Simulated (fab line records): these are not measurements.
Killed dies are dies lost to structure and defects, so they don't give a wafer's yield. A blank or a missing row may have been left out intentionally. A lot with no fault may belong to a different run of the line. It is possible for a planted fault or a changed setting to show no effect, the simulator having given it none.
One fault through the eyes of 2 desks    flow nand_harc    each desk holds nothing but its own numbers, with what lay behind them at the end

## AT THE TOOL OWNER'S DESK: litho_track-06
The tool's own readings at NHARC_P_CONTACT_PEB_10 (peb time 65 s): means of the sampled wafers that have a number, for each lot that ran on this tool. The brackets show how far a lot's mean lies from the usual mean; more than 4 standard deviations puts the lot out of limits, marked OUT.
Columns: A = chill_plate_temp_C at NHARC_P_CONTACT_PEB_10, usual 23.01 C; B = exhaust_pa at NHARC_P_CONTACT_PEB_10, usual 45.1 Pa; C = heater_power_total_W at NHARC_P_CONTACT_PEB_10, usual 156.6 W
lot   first seen here  A      B     C
L231  day 6 15:27      22.91  45.8  156.9
L234  day 7 15:18      23.00  45.0  156.8
L237  day 8 19:27      23.13  44.9  156.6
This desk's finding: nothing out of limits on any of the 3 lots.

## FROM THE METROLOGY DESK
What the gauges read, lot by lot, whatever tool the lot ran on: means of the sampled wafers that have a number. The brackets show how far a lot's mean lies from the usual mean; more than 4 standard deviations puts the lot out of limits, marked OUT.
Columns: A = overlay_x_nm at NHARC_P_CONTACT_OVL_MEAS_13, usual 0.3 nm; B = overlay_y_nm at NHARC_P_CONTACT_OVL_MEAS_13, usual 0.2 nm
lot   first seen here  A     B
L226  day 5 16:43      0.7   -0.6
L229  day 6 03:16      1.6   0.9
L231  day 6 15:37      -0.6  -1.2
L232  day 7 07:40      0.2   -0.4
L233  day 7 08:47      1.2   0.4
L234  day 7 15:28      0.7   0.3
L236  day 8 06:10      0.5   1.2
L238  day 8 18:41      -0.6  0.8
L237  day 8 19:37      0.4   -0.5
L243  day 9 22:21      -0.5  -1.1
L246  day 10 13:05     0.3   0.3
L249  day 11 02:00     0.7   -0.1
This desk's finding: nothing out of limits on any of the 12 lots.

## PUT TOGETHER
Nothing out of limits was seen by the tool owner's desk.
At the metrology desk, nothing out of limits was observed.

## WHAT THE SIMULATOR HAD PUT IN
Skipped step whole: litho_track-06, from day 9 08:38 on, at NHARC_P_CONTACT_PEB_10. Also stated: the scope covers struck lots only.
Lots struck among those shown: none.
